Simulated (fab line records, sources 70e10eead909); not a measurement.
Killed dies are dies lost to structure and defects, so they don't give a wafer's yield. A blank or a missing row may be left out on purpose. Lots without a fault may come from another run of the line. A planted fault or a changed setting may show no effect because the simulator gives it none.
fab line records | flow nand_harc | part 2 of 2: steps 32 to 38 of 38
record lots=5 wafers=15 last_day=33
route steps=1302 shown P_GATE@204 P_CONTACT@217
lots that met no fault: from a run of the same line without faults
start_h: hours from the record's first day to the start of the lot's first wafer shown | wait_h: hours since the lot's step before | " the same as in the row above | L1.1+2: a row that stands for several wafers | - no value, or no start given | * or withheld: withheld | < > ~ a bound
route shown NAME@n: a module of which the file shows steps, and the number in the route of the first | usual: mean/standard deviation of fault-free wafers | same: alike in all rows | chamber/n: place in a boat | sites: the reading at each site | _std_site: their standard deviation | _edge_site: outer sites' mean less inner sites' | radius_mm: how far each site lies from the wafer's centre | mask NAME#n: copy n | behind: the tool/chamber that last shaped the wafer | hold: why the lot was held/for how many hours/how that ended | device: the transistor (n, p or np) that didn't switch | end of line: the same wafers' tests at the end of the route | a step without rows: its recipe alone | killed: dies lost to structure and defects at the first sort, not the wafer's yield | map: a wafer's dies, x killed, . not, _ none there
set.NAME: the setting as run; set.NAME@STEP: as run at that earlier step | model.NAME: the simulator's own value behind a step, which no gauge read
lots at some steps of the route; a table a step, a row a wafer
services: from which hour (start_h, from the record's first day; less than 0 if before it) a tool's chamber was out of use, for how many hours, and why
## steps
# step NHARC_P_CONTACT_ETCH_35
# recipe target_depth_a=390 over_etch_frac=0.3 time_s=65 ion_energy_ev=80 cf4_flow_sccm=150 ar_flow_sccm=0 rf_w=300 bias_w=100 chemistry=CF4
# usual drypump_motor_current_A=5.9/0.3 oes_product_au=1.000/0.015 rf_vpp_V=151.1/1.2 showerhead_plenum_p_Torr=1.76/0.078 throttle_valve_pct=13.283/0.0093
# columns lot.wafer tool chamber start_h wait_h drypump_motor_current_A oes_product_au rf_hours_counter_h rf_vpp_V showerhead_plenum_p_Torr throttle_valve_pct
L079.1 rie_diel-01 0 170.96 0.1 6.1 0.988 3.6 151.7 1.75 13.272
L079.2 " 1 " " 5.9 0.980 3.8 151.0 1.69 13.285
L079.4 " 2 " " 6.4 1.007 3.8 150.3 1.70 13.272
L081.1 rie_diel-01 1 186.08 0.1 5.9 0.983 4.6 151.4 1.69 13.286
L081.4 " 2 " " 6.4 1.000 4.5 148.9 1.70 13.278
L081.5 " 0 " " 6.1 0.986 - 150.0 1.75 13.288
L084.2 rie_diel-05 1 220.17 0.1 6.0 1.007 9.4 153.8 1.79 13.276
L084.4 " 2 " " 5.8 1.002 - 151.7 1.83 13.290
L084.6 " 2 " " 5.8 1.000 - 152.1 1.83 13.268
L095.2 rie_diel-12 3 322.95 0.1 5.7 1.003 1.5 151.7 1.90 13.284
L095.4 " 0 " " 6.2 0.999 1.7 150.9 1.72 13.296
L095.6 " 3 " " 5.7 1.005 - 153.3 1.90 13.278
L097.2 rie_diel-12 1 351.74 0.1 5.6 0.981 2.5 151.5 1.87 13.283
L097.6 " 2 " " 5.1 1.012 - 150.2 1.67 13.292
L097.5 " 3 " " 5.7 0.986 - 154.3 1.90 13.271
# step NHARC_P_CONTACT_ETCH_36
# recipe target_depth_a=2600 over_etch_frac=0.25 time_s=406.25 ion_energy_ev=200 n2_flow_sccm=150 h2_flow_sccm=150 ar_flow_sccm=0 rf_w=400 bias_w=150 chemistry=N2/H2
# usual drypump_motor_current_A=5.8/0.31 n2_flow_sccm=150.0/0.46 oes_product_au=1.002/0.016 rf_vpp_V=429.9/2.8 showerhead_plenum_p_Torr=2.02/0.1 throttle_valve_pct=14.172/0.009
# columns lot.wafer tool chamber start_h wait_h drypump_motor_current_A n2_flow_sccm oes_product_au rf_hours_counter_h rf_vpp_V showerhead_plenum_p_Torr throttle_valve_pct
L079.1 rie_diel-01 0 - - 6.1 149.5 0.984 3.7 430.0 2.01 14.178
L079.2 " 1 " " 5.9 149.6 0.986 3.9 428.3 1.94 14.173
L079.4 " 2 " " 6.3 150.3 1.004 3.9 427.7 1.95 14.176
L081.1 rie_diel-01 0 - - 6.1 149.8 0.982 4.7 430.0 2.01 14.170
L081.4 " 1 " " 5.9 150.6 0.984 4.7 428.0 1.94 14.195
L081.5 " 3 " " 5.8 149.2 0.996 - 424.7 1.91 14.162
L084.2 rie_diel-05 1 220.29 0.1 6.0 150.8 1.010 9.5 430.9 2.06 14.155
L084.4 " 2 " " 5.8 150.3 0.995 - 431.2 2.11 14.170
L084.6 " 1 " " 6.0 150.2 1.010 - 431.1 2.06 14.165
L095.2 rie_diel-12 3 - - 5.7 149.8 0.994 1.6 436.6 2.21 14.178
L095.4 " 2 " " 5.2 150.2 1.017 2.3 426.9 1.92 14.173
L095.6 " 3 " " 5.7 149.8 0.996 - 434.8 2.21 14.171
L097.2 rie_diel-12 2 - - 5.1 150.2 1.018 2.9 427.6 1.92 14.181
L097.5 " 2 " " 5.1 149.8 1.006 - 428.1 1.92 14.173
L097.6 " 3 " " 5.7 150.0 0.997 - 436.4 2.21 14.177
# step NHARC_P_CONTACT_ETCH_18
# recipe target_depth_a=4810 time_s=240.5 c4f8_flow_sccm=20 o2_flow_sccm=10 ar_flow_sccm=withheld rf_w=600 bias_w=1500 chemistry=C4F8/O2/Ar
# usual oes_product_au=0.959/0.021 rf_vpp_V=977/6.3
# columns lot.wafer tool chamber start_h wait_h oes_product_au rf_hours_counter_h rf_vpp_V
L079.1 rie_diel-01 2 - - 0.980 4.0 973
L079.2 " 3 " " 0.964 4.0 970
L079.4 " 1 " " 0.937 4.1 971
L081.1 rie_diel-01 2 - - 0.950 4.8 973
L081.4 " 3 " " 0.952 4.9 973
L081.5 " 2 " " 0.941 - 972
L084.2 rie_diel-05 1 220.78 0.4 0.968 9.8 981
L084.4 " 1 " " 0.967 - 980
L084.6 " 2 " " 0.956 - 984
L095.2 rie_diel-12 0 - - 0.980 2.0 974
L095.4 " 1 " " 0.939 2.2 986
L095.6 " 3 " " 0.978 - 988
L097.2 rie_diel-12 3 - - 0.923 2.5 989
L097.5 " 2 " " 0.931 - 971
L097.6 " 3 " " 0.909 - 989
# step NHARC_P_CONTACT_STRIP_37
# recipe c4f8_flow_sccm=withheld o2_flow_sccm=8 ar_flow_sccm=withheld bias_w=0 chemistry=C4F8/O2/Ar
# columns lot.wafer tool chamber start_h wait_h
L079.2+4+1 rie_diel-01 1,2,3 - -
L081.4+1+5 rie_diel-01 0,2,1 - -
L084.2+4+6 rie_diel-05 2,1,1 221.09 0.3
L095.2+4+6 rie_diel-12 2,0,2 - -
L097.2+6+5 rie_diel-12 2,1,2 - -
# step NHARC_P_CONTACT_ETCH_31
# recipe target_depth_a=300 time_s=85.7 ion_energy_ev=120 over_etch_frac=1 ch3f_flow_sccm=50 o2_flow_sccm=30 ar_flow_sccm=200 rf_w=500 bias_w=100 chemistry=CH3F/O2
# usual drypump_motor_current_A=5.8/0.31 oes_product_au=0.977/0.018 rf_vpp_V=243.9/1.8 showerhead_plenum_p_Torr=2.44/0.11 throttle_valve_pct=20.662/0.0082
# columns lot.wafer tool chamber start_h wait_h drypump_motor_current_A oes_product_au rf_hours_counter_h rf_vpp_V showerhead_plenum_p_Torr throttle_valve_pct
L079.1 rie_diel-01 3 - - 5.8 0.992 4.1 241.2 2.31 20.660
L079.2 " 0 " " 6.1 0.949 4.0 242.8 2.42 20.649
L079.4 " 1 " " 5.9 0.949 4.2 243.0 2.34 20.663
L081.4 rie_diel-01 3 - - 5.8 0.949 5.0 242.1 2.31 20.652
L081.1 " 2 " " 6.3 0.966 4.9 242.3 2.36 20.668
L081.5 " 0 " " 6.1 0.962 - 244.3 2.42 20.664
L084.2 rie_diel-05 2 221.17 0.1 5.8 0.976 10.5 245.1 2.54 20.658
L084.4 " 2 " " 5.8 0.975 - 245.9 2.54 20.649
L084.6 " 2 " " 5.8 0.986 - 244.9 2.54 20.659
L095.4 rie_diel-12 1 - - 5.6 0.958 2.2 246.2 2.61 20.665
L095.2 " 2 " " 5.1 0.997 2.5 243.5 2.32 20.658
L095.6 " 2 " " 5.1 0.987 - 241.8 2.32 20.677
L097.2 rie_diel-12 1 - - 5.6 0.935 2.7 247.6 2.61 20.661
L097.6 " 0 " " 6.2 0.935 - 243.9 2.39 20.651
L097.5 " 1 " " 5.6 0.938 - 244.5 2.61 20.658
# step NHARC_P_CONTACT_CD_MEAS_19
# usual cd_nm=90.5/2.3
# columns lot.wafer tool chamber start_h wait_h cd_nm
L079.1 cd_sem-03 - 171.74 - 90.3
L079.2 " - " " 91.9
L079.4 " - " " 86.5
L081.1 cd_sem-01 - 186.86 - 91.1
L081.4 " - " " 89.1
L081.5 " - " " 90.4
L084.2 cd_sem-02 - 221.35 0.2 93.9
L084.4 " - " " 90.5
L084.6 " - " " 92.7
L095.2 cd_sem-02 - 323.73 - 92.6
L095.4 " - " " 88.9
L095.6 " - " " 93.0
L097.2 cd_sem-03 - 352.52 - 90.7
L097.5 " - " " 90.2
L097.6 " - " " 92.4
# step NHARC_P_CONTACT_STRIP_28
# recipe o2_flow_sccm=500 ar_flow_sccm=0 bias_w=0 chemistry=O2
# usual drypump_motor_current_A=5.8/0.34 oes_product_au=1.003/0.013 rf_vpp_V=57.6/0.96 showerhead_plenum_p_Torr=3.49/0.16 throttle_valve_pct=17.035/0.0091
# columns lot.wafer tool chamber start_h wait_h drypump_motor_current_A oes_product_au rf_hours_counter_h rf_vpp_V showerhead_plenum_p_Torr throttle_valve_pct
L079.1 rie_diel-12 1 171.83 0.1 5.6 1.002 2.1 59.3 3.74 17.037
L079.4 " 2 " " 5.2 1.013 2.3 55.8 3.34 17.041
L079.2 " 3 " " 5.7 1.017 2.2 59.4 3.79 17.046
L081.1 rie_diel-12 1 186.93 0.1 5.6 0.989 2.3 57.3 3.74 17.050
L081.4 " 0 " " 6.2 1.001 2.2 57.3 3.44 17.019
L081.5 " 1 " " 5.6 0.990 - 59.3 3.74 17.044
L084.2 rie_diel-05 1 221.42 0.1 6.0 1.018 10.0 57.1 3.56 17.048
L084.4 " 1 " " 6.0 1.002 - 57.5 3.56 17.035
L084.6 " 2 " " 5.8 0.991 - 57.4 3.64 17.021
L095.4 rie_diel-01 1 323.81 0.1 5.9 1.015 2.6 56.6 3.37 17.030
L095.2 " 0 " " 6.1 0.996 2.7 58.3 3.48 17.047
L095.6 " 2 " " 6.4 1.009 - 56.8 3.39 17.031
L097.2 rie_diel-12 2 352.62 0.1 5.2 1.007 3.2 57.3 3.34 17.044
L097.6 " 0 " " 6.3 0.994 - 57.6 3.43 17.032
L097.5 " 1 " " 5.6 0.974 - 58.8 3.73 17.024
## services
# columns tool chamber start_h hours kind
litho_track-01 - 155.00 7.0 pm
pvd_sputter-01 - 163.76 1.7 repair
litho_track-06 - 179.00 7.0 pm
pecvd-03 - 185.00 13.0 pm
pvd_sputter-03 - 191.43 10.0 pm
litho_track-04 - 203.00 7.0 pm
rie_diel-01 - 203.80 9.0 pm
rie_diel-12 3 220.02 7.5 repair
rie_diel-12 0 221.73 5.2 repair
pvd_sputter-01 - 226.08 10.0 pm
plasma_asher-02 - 249.19 9.0 pm
rie_diel-12 - 268.51 9.0 pm
rie_diel-01 - 276.34 0.8 repair
rie_diel-12 - 281.84 0.7 repair
pecvd-03 - 283.82 4.8 repair
rie_diel-12 3 293.25 15.9 repair
rie_diel-01 - 301.00 0.1 repair
rie_diel-12 0 305.73 4.8 repair
pecvd-03 2 313.09 5.8 repair
litho_track-01 - 330.00 7.0 pm
pecvd-03 1 331.45 5.1 repair
rie_diel-01 - 332.76 0.3 repair
pecvd-03 - 334.98 0.5 repair
plasma_asher-02 - 342.22 1.7 repair
